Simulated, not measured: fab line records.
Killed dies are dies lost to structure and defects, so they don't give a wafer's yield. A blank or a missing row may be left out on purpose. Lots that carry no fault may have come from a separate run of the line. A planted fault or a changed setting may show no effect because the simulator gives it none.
Matching of chambers | flow n5Finfet | aldSin-02 running N5_GATE_CUT_ALD_22: 4 sister chambers
The step deposits SiNx, target thk 16 nm, pulse time 1 s, ald cycles 320. 18 wafers are shown with their chamber, then 9 later ones without.

WAFERS PAIRED WITH THEIR CHAMBERS
wafer  | chamber | heaterPowerW (W) | precursorPulseHeightRel
L074.1 | 2       | 931              | 0.996
L074.3 | 0       | 760              | 0.970
L074.6 | 2       | 947              | 1.006
L075.1 | 1       | 835              | 1.010
L075.3 | 0       | 727              | 0.969
L075.4 | 3       | 864              | 0.995
L076.1 | 2       | 939              | 0.992
L076.4 | 0       | 760              | 0.995
L076.6 | 2       | 923              | 0.992
L078.2 | 0       | 744              | 1.016
L078.3 | 2       | 916              | 0.990
L078.6 | 3       | 889              | 1.019
L080.2 | 0       | 747              | 0.979
L080.3 | 1       | 828              | 0.997
L080.4 | 3       | 866              | 1.014
L082.2 | 1       | 810              | 0.985
L082.4 | 3       | 874              | 1.004
L082.5 | 0       | 746              | 1.024

SIGNATURES (averages over the wafers above)
reading                 | chamber 0 | chamber 1 | chamber 2 | chamber 3 | scatter within a chamber
heaterPowerW            | 747.33    | 824.33    | 931.20    | 873.25    | 12.2
precursorPulseHeightRel | 0.99217   | 0.99733   | 0.99520   | 1.00800   | 0.0161
Rule: for a wafer and a chamber, the distance is found by dividing, reading by reading, the gap between the wafer's reading and the chamber's mean by the reading's scatter, squaring, summing and taking the root. The wafer belongs to the nearest chamber; if the next one is less than 2 further off, it can't be placed. How the scatter is found: for the shown wafers, subtract from each reading the mean of its chamber, square and add these, divide the total by (wafers less chambers), then take the root.

WAFERS MISSING THEIR CHAMBER
wafer  | heaterPowerW (W) | precursorPulseHeightRel
L087.2 | 799              | 1.039
L087.4 | 749              | 0.997
L087.6 | 909              | 0.984
L088.1 | 799              | 1.002
L088.3 | 881              | 1.002
L088.4 | 962              | 1.019
L096.1 | 759              | 0.978
L096.4 | 822              | 0.979
L096.5 | 758              | 0.987

CHAMBER TAKEN BY EACH
wafer  | from the rows above     | in truth
L087.2 | can't be placed: 1 or 0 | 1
L087.4 | 0                       | 0
L087.6 | can't be placed: 2 or 3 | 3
L088.1 | 1                       | 1
L088.3 | 3                       | 3
L088.4 | 2                       | 2
L096.1 | 0                       | 0
L096.4 | 1                       | 1
L096.5 | 0                       | 0
Placed correctly: 7 of 9. Can't be placed from these rows: 2 (the true chamber is among the candidates in 2). 0 placed wrongly.
